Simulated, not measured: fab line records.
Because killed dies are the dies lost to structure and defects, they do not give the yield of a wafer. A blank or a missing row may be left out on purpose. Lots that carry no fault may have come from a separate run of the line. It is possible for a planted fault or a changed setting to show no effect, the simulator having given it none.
One fault seen from 3 desks / flow nand_harc / every desk sees just its own numbers, and what lay behind them comes last

== THE DEFECT DESK ==
Per lot, the means of the sampled wafers with a number show what the inspections along the route counted. A lot is out of limits, marked OUT, if its mean lies more than 4 standard deviations from the usual mean; the brackets give that distance.
Columns: A = raw_defect_count at NHARC_A_ONON_D1_INSPECT_32, usual 67
lot=L766; first seen here=day 8 05:55; A=58
lot=L767; first seen here=day 8 17:32; A=69
lot=L768; first seen here=day 9 04:48; A=59
lot=L770; first seen here=day 9 21:49; A=69
lot=L774; first seen here=day 11 21:07; A=54
lot=L775; first seen here=day 12 09:58; A=65
lot=L776; first seen here=day 12 19:47; A=80
lot=L782; first seen here=day 15 01:16; A=47
lot=L783; first seen here=day 15 15:51; A=50
lot=L785; first seen here=day 16 08:02; A=40
lot=L784; first seen here=day 16 08:17; A=66
lot=L786; first seen here=day 16 19:35; A=70
lot=L787; first seen here=day 16 19:47; A=77
lot=L788; first seen here=day 17 15:31; A=45
lot=L789; first seen here=day 18 06:40; A=49
Finding of this desk: none of the 15 lots has anything out of limits.

== FOR THE TOOL OWNER'S DESK: rie_diel-02 ==
The tool's own readings at NHARC_A_CHANNEL_HOLE_D1_ETCH_16 (etches the open film in O2/COS, target depth 3100 nm, time 806 s): means of the sampled wafers that have a number, for each lot that ran on this tool. A lot is out of limits, marked OUT, if its mean lies more than 4 standard deviations from the usual mean; the brackets give that distance.
Columns: A = drypump_motor_current_A at NHARC_A_CHANNEL_HOLE_D1_ETCH_16, usual 5.5 A; B = o2_flow_sccm at NHARC_A_CHANNEL_HOLE_D1_ETCH_16, usual 400.0 sccm; C = oes_product_au at NHARC_A_CHANNEL_HOLE_D1_ETCH_16, usual 1.002 a.u.; D = rf_vpp_V at NHARC_A_CHANNEL_HOLE_D1_ETCH_16, usual 313.6 V; E = run_length_s at NHARC_A_CHANNEL_HOLE_D1_ETCH_16, usual 827.4 s; F = showerhead_plenum_p_Torr at NHARC_A_CHANNEL_HOLE_D1_ETCH_16, usual 3.08 Torr; G = throttle_valve_pct at NHARC_A_CHANNEL_HOLE_D1_ETCH_16, usual 28.329 %
lot=L766; first seen here=day 8 11:22; A=5.5; B=399.6; C=1.014; D=312.9; E=827.5; F=3.06; G=28.334
lot=L767; first seen here=day 8 20:50; A=5.7; B=400.3; C=0.998; D=313.7; E=827.2; F=3.06; G=28.326
lot=L768; first seen here=day 9 08:13; A=5.4; B=400.7; C=0.998; D=313.6; E=827.7; F=3.12; G=28.327
lot=L774; first seen here=day 12 03:24; A=5.5; B=399.6; C=1.001; D=312.8; E=596.4 (-99 or more) OUT; F=3.06; G=28.331
lot=L775; first seen here=day 12 13:31; A=5.5; B=398.8; C=0.988; D=313.6; E=596.0 (-99 or more) OUT; F=3.04; G=28.325
lot=L776; first seen here=day 12 23:14; A=5.3; B=398.5; C=1.017; D=313.0; E=596.4 (-99 or more) OUT; F=3.03; G=28.331
lot=L782; first seen here=day 15 04:40; A=5.3; B=401.4; C=1.019; D=312.4; E=827.7; F=3.03; G=28.325
lot=L783; first seen here=day 15 22:30; A=5.4; B=398.6; C=0.991; D=311.4; E=827.3; F=2.95; G=28.332
lot=L785; first seen here=day 16 11:28; A=5.6; B=401.4; C=0.991; D=313.8; E=826.9; F=3.12; G=28.321
lot=L786; first seen here=day 17 00:50; A=5.3; B=400.9; C=0.999; D=312.8; E=827.2; F=3.10; G=28.326
lot=L787; first seen here=day 17 02:51; A=5.7; B=399.8; C=0.993; D=314.2; E=827.2; F=3.14; G=28.324
lot=L788; first seen here=day 17 22:27; A=5.6; B=398.7; C=1.005; D=315.1; E=827.4; F=3.14; G=28.323
lot=L789; first seen here=day 18 10:20; A=5.5; B=399.7; C=1.006; D=316.0; E=827.5; F=3.22; G=28.327
This desk's verdict: out of limits on L774, L775, L776, starting with L774 at day 12 03:24 (run_length_s at NHARC_A_CHANNEL_HOLE_D1_ETCH_16). L766, L767, L768, L782, L783, L785, L786, L787, L788, L789: within limits.

== METROLOGY DESK ==
Lot by lot, what the gauges showed, no matter which tool ran the lot: averages of those sampled wafers that carry a number. A lot is out of limits, marked OUT, if its mean lies more than 4 standard deviations from the usual mean; the brackets give that distance.
Columns: A = cd_nm at NHARC_A_CHANNEL_HOLE_D1_CD_MEAS_10, usual 100.1 nm
lot=L766; first seen here=day 8 10:32; A=99.4
lot=L767; first seen here=day 8 20:07; A=99.7
lot=L768; first seen here=day 9 07:30; A=100.0
lot=L770; first seen here=day 10 00:25; A=99.9
lot=L774; first seen here=day 12 02:34; A=100.1
lot=L775; first seen here=day 12 12:41; A=99.2
lot=L776; first seen here=day 12 22:31; A=100.6
lot=L782; first seen here=day 15 03:56; A=100.5
lot=L783; first seen here=day 15 21:44; A=99.9
lot=L785; first seen here=day 16 10:46; A=100.6
lot=L784; first seen here=day 16 11:02; A=100.6
lot=L786; first seen here=day 17 00:07; A=100.5
lot=L787; first seen here=day 17 02:08; A=100.0
lot=L788; first seen here=day 17 21:25; A=100.6
lot=L789; first seen here=day 18 09:38; A=99.8
Finding of this desk: none of the 15 lots has anything out of limits.

== TAKEN TOGETHER ==
The tool owner's desk could have raised an alarm at day 12 03:24, on L774, L775, L776.
Nothing the defect desk looked at was out of limits.
The metrology desk saw nothing out of limits.
The defect desk has L774, L775, L776 on record, within its limits.
The metrology desk has L774, L775, L776 on record, within its limits.
On rie_diel-02, each named lot ran NHARC_A_CHANNEL_HOLE_D1_ETCH_16.

== WHAT THE SIMULATOR PUT IN ==
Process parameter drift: rie_diel-02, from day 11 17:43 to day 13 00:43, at NHARC_A_CHANNEL_HOLE_D1_ETCH_16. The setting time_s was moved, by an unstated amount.
Shown lots that were struck: L774, L775, L776.
Delay in hours, fault start to first out-of-limits reading, by desk: the tool owner's desk at 10.
